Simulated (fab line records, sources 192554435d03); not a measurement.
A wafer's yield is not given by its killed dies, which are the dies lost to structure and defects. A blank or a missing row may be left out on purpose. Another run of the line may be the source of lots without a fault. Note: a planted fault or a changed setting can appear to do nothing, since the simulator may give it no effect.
Matching of chambers / flow n5-finfet / rie-diel-06 running N5_BEOL_M14_DESCUM_33: 4 sister chambers
The step chemistry O2, time 7.9 s. 4 wafers are shown with their chamber, then 9 later ones without.

WAFERS, EACH WITH ITS CHAMBER
wafer=L083.5; chamber=1; drypump-motor-current-A (A)=4.8
wafer=L087.2; chamber=3; drypump-motor-current-A (A)=6.7
wafer=L087.3; chamber=0; drypump-motor-current-A (A)=5.2
wafer=L087.4; chamber=2; drypump-motor-current-A (A)=5.4

WAFERS WITHOUT THEIR CHAMBER
wafer=L089.2; drypump-motor-current-A (A)=6.7
wafer=L089.3; drypump-motor-current-A (A)=5.2
wafer=L089.6; drypump-motor-current-A (A)=6.7
wafer=L092.1; drypump-motor-current-A (A)=6.7
wafer=L092.4; drypump-motor-current-A (A)=6.7
wafer=L092.6; drypump-motor-current-A (A)=4.8
wafer=L096.2; drypump-motor-current-A (A)=4.8
wafer=L096.4; drypump-motor-current-A (A)=6.6
wafer=L096.6; drypump-motor-current-A (A)=5.4

EACH ONE'S CHAMBER
wafer=L089.2; from the rows above=3; in truth=3
wafer=L089.3; from the rows above=0; in truth=0
wafer=L089.6; from the rows above=3; in truth=3
wafer=L092.1; from the rows above=3; in truth=3
wafer=L092.4; from the rows above=3; in truth=3
wafer=L092.6; from the rows above=1; in truth=1
wafer=L096.2; from the rows above=1; in truth=1
wafer=L096.4; from the rows above=3; in truth=3
wafer=L096.6; from the rows above=2; in truth=2
Correctly placed: 9 of 9. Can't be placed from these rows: 0. Wrongly placed: 0.
How it was worked out, from the rows above alone: a wafer's distance from a chamber is the root of the sum, over the readings, of the square of ((its reading less the chamber's mean) divided by the reading's scatter). The wafer belongs to the nearest chamber; if the next one is less than 2 further off, it can't be placed. A chamber's mean is the mean of its shown wafers. The scatter: root of mean squared gap, hidden wafer to nearest shown wafer, with one shown wafer a chamber.
